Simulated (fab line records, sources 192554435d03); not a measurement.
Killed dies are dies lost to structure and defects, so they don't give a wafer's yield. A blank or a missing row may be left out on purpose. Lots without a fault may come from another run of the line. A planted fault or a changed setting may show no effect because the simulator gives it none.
fab line records | flow n5_finfet | part 2 of 2: steps 4 to 6 of 6
record lots=20 wafers=60 last_day=17
route steps=1938 shown BEOL_M3@953
lots that met no fault: from a run of the same line without faults
start_h: hours from the record's first day to the start of the lot's first wafer shown | wait_h: hours since the lot's step before | " the same as in the row above | L1.1+2: a row that stands for several wafers | - no value, or no start given | * or withheld: withheld | < > ~ a bound
route shown NAME@n: a module of which the file shows steps, and the number in the route of the first | usual: mean/standard deviation of fault-free wafers | same: alike in all rows | chamber/n: place in a boat | sites: the reading at each site | _std_site: their standard deviation | _edge_site: outer sites' mean less inner sites' | radius_mm: how far each site lies from the wafer's centre | mask NAME#n: copy n | behind: the tool/chamber that last shaped the wafer | hold: why the lot was held/for how many hours/how that ended | device: the transistor (n, p or np) that didn't switch | end of line: the same wafers' tests at the end of the route | a step without rows: its recipe alone | killed: dies lost to structure and defects at the first sort, not the wafer's yield | map: a wafer's dies, x killed, . not, _ none there
set.NAME: the setting as run; set.NAME@STEP: as run at that earlier step | model.NAME: the simulator's own value behind a step, which no gauge read
steps of the route over a sample of lots; a table a step, a row a wafer
services: from which hour (start_h, from the record's first day; less than 0 if before it) a tool's chamber was out of use, for how many hours, and why
## steps
# step N5_BEOL_M3_ANNEAL_91
# recipe temp_c=400 time_s=240 ambient=vacuum
# usual heater_power_w=853/130 susceptor_temp_C=399.98/0.22 susceptor_temp_C_max=400.9/0.39
# columns lot.wafer tool chamber start_h wait_h heater_power_w susceptor_temp_C susceptor_temp_C_max
L076.1 pvd_sputter-01 - 159.52 0.0 832 400.12 401.5
L076.3 " - " " 805 400.00 400.8
L076.5 " - " " 820 399.98 401.0
L075.1 pvd_sputter-02 - 164.64 0.0 585 400.20 400.9
L075.3 " - " " 783 399.83 400.4
L075.5 " - " " 603 399.86 400.7
L077.1 pvd_sputter-02 - 172.62 0.0 591 400.35 401.3
L077.3 " - " " 1024 399.50 400.3
L077.6 " - " " 806 399.76 400.4
L078.1 pvd_sputter-03 - 181.20 0.0 827 399.97 400.7
L078.3 " - " " 1068 400.35 401.2
L078.6 " - " " 840 399.83 400.5
L079.1 pvd_sputter-03 - 192.22 0.0 856 400.12 400.8
L079.3 " - " " 1072 400.36 401.3
L079.6 " - " " 879 400.01 401.1
L081.2 pvd_sputter-02 - 192.36 0.0 779 399.94 400.5
L081.3 " - " " 593 400.16 401.2
L081.5 " - " " 942 400.12 401.0
L080.1 pvd_sputter-03 - 194.10 0.0 709 400.08 400.6
L080.3 " - " " 862 399.85 400.6
L080.5 " - " " 834 400.06 400.8
L082.1 pvd_sputter-02 - 215.61 0.0 592 400.27 401.0
L082.2 " - " " 814 400.22 401.2
L082.3 " - " " 971 399.92 400.6
L084.2 pvd_sputter-02 - 219.55 0.0 943 400.21 400.9
L084.3 " - " " 1072 399.83 400.7
L084.5 " - " " 1053 400.16 401.1
L083.2 pvd_sputter-01 - 219.95 0.0 816 399.85 401.3
L083.4 " - " " 804 399.99 400.5
L083.5 " - " " 798 400.01 400.8
L085.3 pvd_sputter-01 - 222.53 0.0 813 399.59 400.8
L085.4 " - " " 786 399.77 400.7
L085.6 " - " " 854 400.07 400.5
L086.1 pvd_sputter-03 - 225.86 0.0 654 400.05 400.7
L086.3 " - " " 1078 399.90 400.7
L086.4 " - " " 834 400.11 400.7
L087.1 pvd_sputter-01 - 233.89 0.0 942 399.91 401.4
L087.3 " - " " 812 400.52 402.1
L087.6 " - " " 840 400.26 400.8
L088.1 pvd_sputter-03 - 237.70 0.0 883 399.99 401.1
L088.3 " - " " 684 400.00 400.6
L088.5 " - " " 685 399.77 400.5
L091.2 pvd_sputter-03 - 248.85 0.0 1027 400.30 401.3
L091.3 " - " " 885 400.53 401.7
L091.4 " - " " 680 400.48 401.3
L093.2 pvd_sputter-03 - 271.25 0.0 1086 399.92 400.8
L093.4 " - " " 688 399.54 400.4
L093.5 " - " " 864 399.86 401.0
L092.2 pvd_sputter-01 - 273.53 0.0 778 400.00 400.8
L092.5 " - " " 840 399.70 400.2
L092.6 " - " " 788 399.97 400.8
L095.1 pvd_sputter-01 - 279.97 0.0 817 400.04 401.5
L095.3 " - " " 914 400.01 401.3
L095.4 " - " " 796 400.13 401.0
L094.1 pvd_sputter-02 - 283.86 0.0 1041 399.85 400.7
L094.4 " - " " 956 399.96 400.7
L094.6 " - " " 591 399.69 400.4
L097.2 pvd_sputter-02 - 286.11 0.0 603 400.04 401.0
L097.5 " - " " 788 399.57 400.2
L097.6 " - " " 1018 399.88 400.7
# step N5_BEOL_M3_SPUTTER_94
# recipe material=Cu target_thk_a=45 temp_c=-20 chamber_pressure_pa=0.07 power_w=withheld time_s=8.29
# usual chuck_sensor_temp_C=-15.9/0.5 susceptor_temp_C=-20.01/0.1 throttle_valve_pct=30.6/1.3
# columns lot.wafer tool chamber start_h wait_h chuck_sensor_temp_C susceptor_temp_C throttle_valve_pct
L076.1 pvd_sputter-01 - 159.88 0.1 -16.3 -20.04 27.8
L076.3 " - " " -15.4 -19.90 30.5
L076.5 " - " " -15.7 -20.03 30.8
L075.1 pvd_sputter-02 - 165.00 0.1 -16.2 -20.27 31.8
L075.3 " - " " -16.6 -20.02 32.7
L075.5 " - " " -16.1 -20.25 31.9
L077.1 pvd_sputter-02 - 172.98 0.1 -16.1 -19.95 31.8
L077.3 " - " " -16.2 -20.04 31.0
L077.6 " - " " -16.6 -19.91 33.0
L078.1 pvd_sputter-03 - 181.56 0.1 -16.1 -20.11 27.8
L078.3 " - " " -15.8 -20.09 30.9
L078.6 " - " " -15.9 -19.92 27.9
L079.1 pvd_sputter-03 - 192.58 0.1 -16.0 -20.02 28.1
L079.3 " - " " -16.0 -20.29 30.7
L079.6 " - " " -15.1 -20.08 31.2
L081.2 pvd_sputter-02 - 192.72 0.1 -16.6 -19.91 32.9
L081.3 " - " " -16.1 -20.03 31.7
L081.5 " - " " -15.5 -19.86 30.9
L080.1 pvd_sputter-03 - 194.46 0.1 -15.8 -19.97 30.8
L080.3 " - " " -16.1 -20.03 27.9
L080.5 " - " " -16.0 -20.15 27.9
L082.1 pvd_sputter-02 - 215.97 0.1 -16.1 -20.21 31.6
L082.2 " - " " -16.5 -20.04 33.1
L082.3 " - " " -15.4 -19.92 31.2
L084.2 pvd_sputter-02 - 219.91 0.1 -15.5 -20.04 31.0
L084.3 " - " " -16.4 -19.98 30.8
L084.5 " - " " -16.4 -20.01 30.8
L083.2 pvd_sputter-01 - 220.31 0.1 -16.3 -20.08 27.8
L083.4 " - " " -16.3 -19.81 30.9
L083.5 " - " " -15.7 -20.15 30.9
L085.3 pvd_sputter-01 - 222.89 0.1 -16.2 -19.73 28.2
L085.4 " - " " -15.5 -20.08 30.8
L085.6 " - " " -16.0 -19.73 30.5
L086.1 pvd_sputter-03 - 226.22 0.1 -16.1 -20.12 30.6
L086.3 " - " " -16.0 -20.03 30.8
L086.4 " - " " -16.1 -20.09 27.8
L087.1 pvd_sputter-01 - 234.25 0.1 -15.0 -19.98 30.6
L087.3 " - " " -16.1 -19.86 28.0
L087.6 " - " " -15.9 -19.89 31.0
L088.1 pvd_sputter-03 - 238.06 0.1 -15.1 -19.98 31.5
L088.3 " - " " -15.8 -20.01 30.9
L088.5 " - " " -16.1 -20.08 30.9
L091.2 pvd_sputter-03 - 249.21 0.1 -16.0 -19.90 30.9
L091.3 " - " " -15.1 -20.27 31.1
L091.4 " - " " -15.9 -20.04 30.7
L093.2 pvd_sputter-03 - 271.61 0.1 -16.0 -20.15 31.0
L093.4 " - " " -15.8 -19.90 30.9
L093.5 " - " " -15.1 -20.12 31.1
L092.2 pvd_sputter-01 - 273.89 0.1 -15.6 -20.08 30.5
L092.5 " - " " -16.1 -20.00 30.8
L092.6 " - " " -15.6 -19.90 30.8
L095.1 pvd_sputter-01 - 280.33 0.1 -16.2 -20.01 28.0
L095.3 " - " " -15.0 -19.94 30.3
L095.4 " - " " -15.4 -19.94 30.7
L094.1 pvd_sputter-02 - 284.22 0.1 -16.6 -20.07 30.9
L094.4 " - " " -15.4 -19.93 31.2
L094.6 " - " " -16.3 -20.10 31.8
L097.2 pvd_sputter-02 - 286.47 0.1 -16.1 -20.06 31.7
L097.5 " - " " -16.6 -20.03 32.3
L097.6 " - " " -16.5 -20.00 31.0
# step N5_BEOL_M3_SPUTTER_96
# recipe material=Cu target_thk_a=45 temp_c=-20 chamber_pressure_pa=0.07 power_w=withheld time_s=8.29
# usual chuck_sensor_temp_C=-15.9/0.49 susceptor_temp_C=-20.01/0.12 throttle_valve_pct=30.6/1.3
# columns lot.wafer tool chamber start_h wait_h chuck_sensor_temp_C susceptor_temp_C throttle_valve_pct
L076.1 pvd_sputter-01 - 160.10 0.1 -16.3 -19.84 27.9
L076.3 " - " " -15.6 -19.97 30.8
L076.5 " - " " -15.8 -20.10 30.8
L075.1 pvd_sputter-02 - 165.22 0.1 -16.2 -20.16 31.8
L075.3 " - " " -16.6 -19.86 32.6
L075.5 " - " " -16.1 -20.02 31.7
L077.1 pvd_sputter-02 - 173.20 0.1 -16.3 -20.04 31.6
L077.3 " - " " -16.3 -19.90 31.0
L077.6 " - " " -16.4 -19.69 32.5
L078.1 pvd_sputter-03 - 181.78 0.1 -15.8 -20.02 27.9
L078.3 " - " " -16.0 -20.01 30.9
L078.6 " - " " -16.0 -20.21 27.7
L079.1 pvd_sputter-03 - 192.80 0.1 -16.0 -19.84 27.8
L079.3 " - " " -16.0 -20.05 31.0
L079.6 " - " " -15.3 -20.22 31.1
L081.2 pvd_sputter-02 - 192.94 0.1 -16.5 -19.97 32.5
L081.3 " - " " -16.0 -20.10 31.7
L081.5 " - " " -15.3 -19.88 31.2
L080.1 pvd_sputter-03 - 194.68 0.1 -16.0 -19.71 30.7
L080.3 " - " " -16.0 -20.21 28.0
L080.5 " - " " -15.9 -20.15 28.1
L082.1 pvd_sputter-02 - 216.19 0.1 -16.1 -20.07 31.5
L082.2 " - " " -16.6 -20.06 32.7
L082.3 " - " " -15.4 -20.01 30.8
L084.2 pvd_sputter-02 - 220.13 0.1 -15.4 -19.89 30.9
L084.3 " - " " -16.5 -20.03 30.9
L084.5 " - " " -16.3 -20.00 30.5
L083.2 pvd_sputter-01 - 220.53 0.1 -16.3 -20.03 28.3
L083.4 " - " " -16.1 -19.85 30.8
L083.5 " - " " -15.7 -20.27 30.5
L085.3 pvd_sputter-01 - 223.11 0.1 -16.3 -19.90 28.2
L085.4 " - " " -15.4 -20.09 30.7
L085.6 " - " " -15.9 -19.91 30.3
L086.1 pvd_sputter-03 - 226.44 0.1 -15.8 -19.98 30.8
L086.3 " - " " -16.0 -20.21 30.9
L086.4 " - " " -16.0 -19.97 28.2
L087.1 pvd_sputter-01 - 234.47 0.1 -15.0 -19.92 30.4
L087.3 " - " " -16.5 -19.93 27.7
L087.6 " - " " -16.2 -19.96 30.8
L088.1 pvd_sputter-03 - 238.28 0.1 -15.2 -20.11 31.1
L088.3 " - " " -16.1 -20.08 30.9
L088.5 " - " " -16.1 -20.00 31.2
L091.2 pvd_sputter-03 - 249.43 0.1 -16.1 -19.96 31.0
L091.3 " - " " -15.1 -20.17 31.4
L091.4 " - " " -15.9 -19.99 31.1
L093.2 pvd_sputter-03 - 271.83 0.1 -16.0 -20.10 31.0
L093.4 " - " " -16.0 -19.97 30.9
L093.5 " - " " -15.1 -19.81 31.0
L092.2 pvd_sputter-01 - 274.11 0.1 -15.6 -19.89 30.7
L092.5 " - " " -16.0 -19.92 30.8
L092.6 " - " " -15.7 -19.82 30.7
L095.1 pvd_sputter-01 - 280.55 0.1 -16.3 -19.80 28.0
L095.3 " - " " -15.1 -20.09 30.1
L095.4 " - " " -15.7 -19.85 31.0
L094.1 pvd_sputter-02 - 284.44 0.1 -16.3 -19.93 30.7
L094.4 " - " " -15.4 -19.98 31.0
L094.6 " - " " -16.0 -19.87 31.8
L097.2 pvd_sputter-02 - 286.69 0.1 -16.3 -19.87 31.9
L097.5 " - " " -16.6 -19.88 32.4
L097.6 " - " " -16.5 -19.99 30.8
## services
# columns tool chamber start_h hours kind
rie_diel-01 0 140.58 7.1 repair
pvd_sputter-01 - 141.51 3.1 repair
rie_diel-01 - 143.86 3.3 repair
rie_diel-03 1 147.36 3.3 repair
pvd_sputter-01 - 151.78 1.0 repair
rie_diel-03 - 160.73 0.5 repair
rie_diel-01 1 187.49 - clean
rie_diel-01 1 187.49 - consumable_replace:focus_ring
rie_diel-01 1 187.49 23.4 scheduled_down
rie_diel-01 1 187.49 23.4 vent_cycle
pvd_sputter-01 - 194.09 0.8 repair
rie_diel-03 - 198.08 1.1 repair
rie_diel-03 - 199.54 2.6 repair
rie_diel-02 0 201.57 - clean
rie_diel-02 0 201.57 - consumable_replace:focus_ring
rie_diel-02 0 201.57 21.2 scheduled_down
rie_diel-02 0 201.57 21.2 vent_cycle
rie_diel-01 3 213.02 48.6 repair
rie_diel-03 0 216.61 2.9 repair
rie_diel-01 3 261.78 - clean
rie_diel-01 3 261.78 - consumable_replace:focus_ring
rie_diel-01 3 261.78 18.0 scheduled_down
rie_diel-01 3 261.78 18.0 vent_cycle
rie_diel-03 - 283.25 0.1 repair
